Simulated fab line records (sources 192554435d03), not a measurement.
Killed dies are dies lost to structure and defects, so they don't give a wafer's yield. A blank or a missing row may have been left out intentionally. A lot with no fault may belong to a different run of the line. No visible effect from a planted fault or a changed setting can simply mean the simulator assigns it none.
Matching of chambers || flow n5Finfet || N5_BEOL_M2_ILD_DEP_00 on pecvd-03 has 3 sister chambers
The step deposits SiOC from DEMS/O2, target thk 79 nm, time 15.3 s. 6 wafers are shown with their chamber, then 10 later ones without.

WAFERS, EACH WITH ITS CHAMBER
{"wafer": "L082.3", "chamber": 2, "throttleValvePct (%)": 11.5, "heaterPowerW (W)": 378}
{"wafer": "L084.2", "chamber": 2, "throttleValvePct (%)": 11.7, "heaterPowerW (W)": 338}
{"wafer": "L084.4", "chamber": 0, "throttleValvePct (%)": 11.5, "heaterPowerW (W)": 558}
{"wafer": "L086.5", "chamber": 0, "throttleValvePct (%)": 11.5, "heaterPowerW (W)": 517}
{"wafer": "L088.1", "chamber": 1, "throttleValvePct (%)": 12.7, "heaterPowerW (W)": 552}
{"wafer": "L088.3", "chamber": 1, "throttleValvePct (%)": 12.7, "heaterPowerW (W)": 558}

WAFERS MISSING THEIR CHAMBER
{"wafer": "L088.4", "throttleValvePct (%)": 11.6, "heaterPowerW (W)": 524}
{"wafer": "L092.1", "throttleValvePct (%)": 11.6, "heaterPowerW (W)": 488}
{"wafer": "L092.4", "throttleValvePct (%)": 11.5, "heaterPowerW (W)": 497}
{"wafer": "L092.6", "throttleValvePct (%)": 10.9, "heaterPowerW (W)": 358}
{"wafer": "L093.1", "throttleValvePct (%)": 11.1, "heaterPowerW (W)": 355}
{"wafer": "L093.2", "throttleValvePct (%)": 12.3, "heaterPowerW (W)": 483}
{"wafer": "L093.6", "throttleValvePct (%)": 10.8, "heaterPowerW (W)": 363}
{"wafer": "L094.2", "throttleValvePct (%)": 10.7, "heaterPowerW (W)": 309}
{"wafer": "L094.3", "throttleValvePct (%)": 12.4, "heaterPowerW (W)": 505}
{"wafer": "L094.6", "throttleValvePct (%)": 12.2, "heaterPowerW (W)": 507}

WHICH CHAMBER EACH WENT THROUGH
{"wafer": "L088.4", "from the rows above": 0, "in truth": 0}
{"wafer": "L092.1", "from the rows above": 0, "in truth": 0}
{"wafer": "L092.4", "from the rows above": 0, "in truth": 0}
{"wafer": "L092.6", "from the rows above": 2, "in truth": 2}
{"wafer": "L093.1", "from the rows above": 2, "in truth": 2}
{"wafer": "L093.2", "from the rows above": 1, "in truth": 1}
{"wafer": "L093.6", "from the rows above": "can't be placed: 2 or 0", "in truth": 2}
{"wafer": "L094.2", "from the rows above": 2, "in truth": 2}
{"wafer": "L094.3", "from the rows above": 1, "in truth": 1}
{"wafer": "L094.6", "from the rows above": 1, "in truth": 1}
Correctly placed: 9 of 10. Can't be placed from these rows: 1 (the true chamber is among the candidates in 1). 0 placed wrongly.
How it was worked out, from the rows above alone: a wafer's distance from a chamber is the root of the sum, over the readings, of the square of ((its reading less the chamber's mean) divided by the reading's scatter). The wafer belongs to the nearest chamber; if the next one is less than 2 further off, it can't be placed. The mean given for a chamber averages the wafers shown for that chamber. How the scatter is found: for the shown wafers, subtract from each reading the mean of its chamber, square and add these, divide the total by (wafers less chambers), then take the root.
